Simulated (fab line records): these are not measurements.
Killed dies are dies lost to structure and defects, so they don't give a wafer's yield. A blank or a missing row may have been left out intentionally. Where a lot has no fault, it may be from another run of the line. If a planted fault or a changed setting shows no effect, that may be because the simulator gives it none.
Chamber matching ; flow n5Finfet ; N5_BEOL_M0_SAQP_MANDREL1_REMOVE_100 on rieSi-02: 4 sister chambers
The step chemistry HBr/Cl2/O2, target a-Si, stops on SiNx, bt time 10 s. 16 wafers are shown with their chamber, then 8 later ones without.

WAFERS, EACH WITH ITS CHAMBER
wafer;chamber;throttleValvePct (%);drypumpMotorCurrentA (A);oesProductAu (a.u.)
L075.1;3;36.82;6.0;0.958
L075.4;1;36.77;6.1;1.006
L075.5;0;36.42;6.3;1.019
L078.1;3;36.85;6.0;0.971
L078.4;0;36.42;6.3;0.998
L078.6;1;36.77;6.3;1.002
L080.2;1;36.76;6.2;1.002
L080.3;3;36.82;6.0;0.973
L080.6;3;36.86;6.0;0.972
L082.1;2;36.49;5.3;1.003
L082.5;1;36.78;6.2;0.992
L082.6;2;36.49;5.3;0.997
L083.1;2;36.48;5.3;1.008
L083.4;3;36.83;6.0;0.966
L083.6;2;36.49;5.3;1.003
L085.3;1;36.78;6.1;0.992

SIGNATURES, as means of the wafers listed above
reading;chamber 0;chamber 1;chamber 2;chamber 3;scatter within a chamber
throttleValvePct;36.4200;36.7720;36.4875;36.8360;0.0118
drypumpMotorCurrentA;6.300;6.180;5.300;6.000;0.0483
oesProductAu;1.00850;0.99880;1.00275;0.96800;0.00707
Rule: a wafer lies at a distance from a chamber equal to the root of the sum of squares, over the readings, of (its reading less the chamber's mean, divided by the reading's scatter). If the next closest chamber is less than 2 further off than the closest, the wafer can't be placed; otherwise it belongs to the closest. How the scatter is found: for the shown wafers, subtract from each reading the mean of its chamber, square and add these, divide the total by (wafers less chambers), then take the root.

WAFERS WITHOUT THEIR CHAMBER
wafer;throttleValvePct (%);drypumpMotorCurrentA (A);oesProductAu (a.u.)
L085.4;36.82;6.0;0.966
L085.5;36.48;5.3;0.993
L089.3;36.84;6.0;0.966
L089.4;36.49;5.3;1.009
L089.6;36.49;5.3;1.005
L093.2;36.84;6.0;0.964
L093.3;36.77;6.2;1.008
L093.4;36.78;6.2;1.002

WHICH CHAMBER EACH WENT THROUGH
wafer;from the rows above;in truth
L085.4;3;3
L085.5;2;2
L089.3;3;3
L089.4;2;2
L089.6;2;2
L093.2;3;3
L093.3;1;1
L093.4;1;1
8 of 8 placed correctly. From these rows, 0 cannot be placed. Placed wrongly: 0.
